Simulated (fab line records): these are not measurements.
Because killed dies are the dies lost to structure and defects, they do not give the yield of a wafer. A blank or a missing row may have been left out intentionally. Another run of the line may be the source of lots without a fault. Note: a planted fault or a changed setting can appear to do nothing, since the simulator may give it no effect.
Comparing a struck lot with a sound one / flow nand-harc / 15 out of 1302 route steps
Sound: the wafers L297.1, L297.5, L297.6. Struck: wafer L285.5. (L285.1, L285.3 of the same lot were not struck and are left out.) The cause comes at the end.
Each step with rows lists, per side, the tool, then ch with its chambers, then its first start. Under that, the readings that differ: sound wafers / struck wafers / difference of the means / sigmas: that difference in standard deviations of wafers without a fault.
alike: a reading whose means differ by less than 2 such deviations, as well as words and numbers matching on both sides. not compared: withheld readings; readings where some wafer has no value; bounds like >300 that might hide an equal value; numbers whose values overlap and for which the record gives no deviation.
Wherever a step has rows on one side only, a row that says differs or no value, or a row with sigmas, the two part there. When numbers do not overlap yet have no deviation, they are printed without sigmas and do not part them. A reading that every wafer of one side lacks parts them only if that side has two wafers or more.

first, 6 steps without rows for these wafers: NHARC_A_DECK1_JOINT_CVD_34 (deposits SiNx, target thk 20 nm); NHARC_A_DECK1_JOINT_DEP_06 (deposits SiOx, target thk 80 nm); NHARC_A_DECK1_JOINT_CURE_26 (time 32 s); NHARC_A_DECK1_JOINT_ANNEAL_27 (time 3600 s); NHARC_A_DECK1_JOINT_ANNEAL_28 (time 1800 s); NHARC_A_DECK1_JOINT_ANNEAL_29 (time 1800 s).
NHARC_A_DECK1_JOINT_CMP_02: polishes SiOx.
  sound on cmp-01 ch 0,2,3, day 19 08:10; struck on cmp-01 ch 0, day 14 09:29
  alike: motor-current-A
after that, 1 step had no rows for these wafers: NHARC_A_DECK1_JOINT_SRD_15.
NHARC_A_DECK1_JOINT_DEP_16: deposits SiO2, target thk 45 nm.
  sound on pecvd-01 ch 1,2, day 19 08:31; struck on pecvd-03 ch 2, day 14 09:53
reading=heater-power-outer-w (W); sound=356 344 306; struck=184; difference=-151; sigmas=-2
  alike: heater-power-w, throttle-valve-pct
NHARC_A_DECK1_JOINT_THK_MEAS_17: measures by ellipsometry.
  sound on film-metro-01 at day 19 08:46; struck on film-metro-01 at day 14 10:08
  alike: thk-nm
NHARC_A_DECK1_JOINT_INSPECT_05:
  sound on defect-inspect-02 at day 19 08:48; struck on defect-inspect-01 at day 14 10:11
  alike: raw-defect-count
NHARC_A_ONON_D2_DEP_00: target thk 1000 nm.
  sound on pecvd-onon-04 ch 0, day 19 08:52; struck on pecvd-onon-01 ch 0, day 14 10:14
  alike: nh3-flow-sccm
NHARC_A_ONON_D2_THK_MEAS_02: measures by ellipsometry.
  sound on film-metro-02 at day 19 09:23; struck on film-metro-01 at day 14 10:45
reading=thk-nm (nm); sound=1021 1021 1018; struck=673; difference=-347; sigmas=-44
then, 1 step without rows for these wafers: NHARC_A_ONON_D2_DEP_03 (target thk 1000 nm).
-- record jumps: 12 days between struck wafers' starts before vs after; left off in module A_ONON_D2, resumes in module END, first step shown is number 1302 of the route --
NHARC_END_SORT_01:
  here the record holds rows for the struck wafers (prober-02 ch 0, day 26 09:07) but none for the sound ones

WHERE THEY PART
At NHARC_A_DECK1_JOINT_DEP_16 first; at NHARC_END_SORT_01 last (within this record only).

WHY: what the simulator had put in
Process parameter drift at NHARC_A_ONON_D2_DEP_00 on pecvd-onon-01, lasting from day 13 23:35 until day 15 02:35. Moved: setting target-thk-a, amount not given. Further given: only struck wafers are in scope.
